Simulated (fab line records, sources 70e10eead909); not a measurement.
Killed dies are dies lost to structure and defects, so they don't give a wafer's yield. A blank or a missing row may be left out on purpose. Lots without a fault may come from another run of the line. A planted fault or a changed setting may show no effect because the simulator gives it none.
Chamber matching | flow nand_harc | NHARC_P_M2_PRE_CLEAN_32 on pecvd-04: 3 sister chambers
The step time 12 s. 6 wafers are shown with their chamber, then 7 later ones without.

WAFERS WITH THEIR CHAMBER
wafer  | chamber | heater_power_outer_w (W) | heater_power_w (W)
L790.6 | 0       | 346                      | 636
L793.4 | 2       | 503                      | 847
L793.5 | 0       | 318                      | 589
L793.6 | 1       | 326                      | 578
L794.3 | 2       | 491                      | 810
L794.4 | 1       | 378                      | 668

WAFERS WITHOUT THEIR CHAMBER
wafer  | heater_power_outer_w (W) | heater_power_w (W)
L794.6 | 489                      | 802
L800.2 | 427                      | 741
L800.5 | 416                      | 719
L800.6 | 477                      | 810
L801.1 | 357                      | 645
L801.2 | 447                      | 781
L801.3 | 387                      | 688

WHICH CHAMBER EACH WENT THROUGH
wafer  | from the rows above          | in truth
L794.6 | 2                            | 2
L800.2 | can't be placed: 2 or 1 or 0 | 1
L800.5 | can't be placed: 1 or 2 or 0 | 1
L800.6 | 2                            | 2
L801.1 | can't be placed: 1 or 0      | 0
L801.2 | 2                            | 2
L801.3 | can't be placed: 1 or 0      | 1
Placed correctly: 3 of 7. Can't be placed from these rows: 4 (the true chamber is among the candidates in 4). Placed wrongly: 0.
How it was worked out, from the rows above alone: a wafer's distance from a chamber is the root of the sum, over the readings, of the square of ((its reading less the chamber's mean) divided by the reading's scatter). The wafer belongs to the nearest chamber; if the next one is less than 2 further off, it can't be placed. A chamber's mean is the mean of its shown wafers. The scatter: the root of (the sum of the squares of (reading less its chamber's mean) over the shown wafers, divided by (wafers less chambers)).
